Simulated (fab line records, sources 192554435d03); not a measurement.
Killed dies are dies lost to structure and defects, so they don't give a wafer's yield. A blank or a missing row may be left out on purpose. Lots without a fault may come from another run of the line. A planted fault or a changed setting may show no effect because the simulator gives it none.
Problem report in the 8D (eight disciplines) form, filled by code | flow n5_finfet | the parts of the form that need people (team, actions taken, sign-off) are left out

1. THE PROBLEM
spin_speed_rpm at N5_FIN_SAQP_COAT_50 reads a mean of 1239.1 rpm on 9 wafers of 3 lots; wafers without a fault read 1500.0 rpm with a standard deviation of 0.89. That is -99 or more standard deviations from the usual mean.
The step: time 60 s, resist thk 35 nm.
First seen on wafer L582.1, day 4 04:30, on litho_track-01. The record holds 35 wafers of 12 lots with a number at this step. Rule for "out", or "out of limits": more than 4 standard deviations from the usual mean. The other wafers with a number count as sound.

2. WHAT IT IS AND WHAT IT IS NOT
question                    | is                     | is not
which readings at this step | spin_speed_rpm         | dispense_pressure_kPa
which lots                  | L582, L583, L585       | L573, L574, L579, L581, L586, L587, L589, L592, L596
which wafers of those lots  | all that have a number | -
read on which tools         | litho_track-01         | litho_track-02, litho_track-04
when                        | from day 4 04:30       | up to then (11 sound wafers); but 15 sound wafers of L586, L587, L589, L592, L596 came after

3. SUSPECTS, AND WHAT RULES EACH OUT
Counting: a tool at a process step up to the reading stays a suspect if it ran every lot that is out and no sound lot after the first of them.
- cmp-01 at N5_PMOS_HMC_CHANNEL_EPI_CMP_21 (polishes SiGe30, target thk 54 nm): ruled out as a lasting fault. Sound lots L589 ran on it after its first lot that is out, L582 (day 4 02:42).
- litho_track-01 at N5_FIN_SAQP_COAT_50 (time 60 s, resist thk 35 nm): kept. It ran every lot that is out, first L582 (day 4 04:30), and no sound lot after that; its last sound lot up to then is L581 (day 3 22:14). Its own readings are out on those wafers: spin_speed_rpm.
Left after counting: litho_track-01 at N5_FIN_SAQP_COAT_50.

4. THE CAUSE (what the simulator had put in)
Process parameter drift: litho_track-01, from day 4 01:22 on, at N5_FIN_SAQP_COAT_50. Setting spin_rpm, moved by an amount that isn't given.
Counting left only this tool.

5. THE CHAIN OF EFFECTS, in route order
Each row: a reading whose mean over the struck wafers that have a number lies more than 3 standard deviations from the usual. Only readings for which the record gives a usual standard deviation are gone through. hours: the time from each lot's start at the first step in this table that gives one to its start at this step, as a median over the lots. sigmas: the change in usual standard deviations.
hours | step                | reading           | usual      | on struck wafers | change | sigmas
0     | N5_FIN_SAQP_COAT_50 | spin_speed_rpm    | 1500.0 rpm | 1239.1           | -260.9 | -99 or more
1     | N5_FIN_SAQP_ETCH_51 | etch_rf_on_time_s | 75.4 s     | 82.7             | +7.3   | +4.3
The process steps in it:
- N5_FIN_SAQP_COAT_50: time 60 s, resist thk 35 nm.
- N5_FIN_SAQP_ETCH_51: etches SiARC in CF4, target depth 45.5 nm, time 75.8 s.

6. WHAT WOULD HAVE CAUGHT IT SOONER
In this record the first reading out of limits was taken at day 4 04:30, 3 hours after the fault began at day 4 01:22.
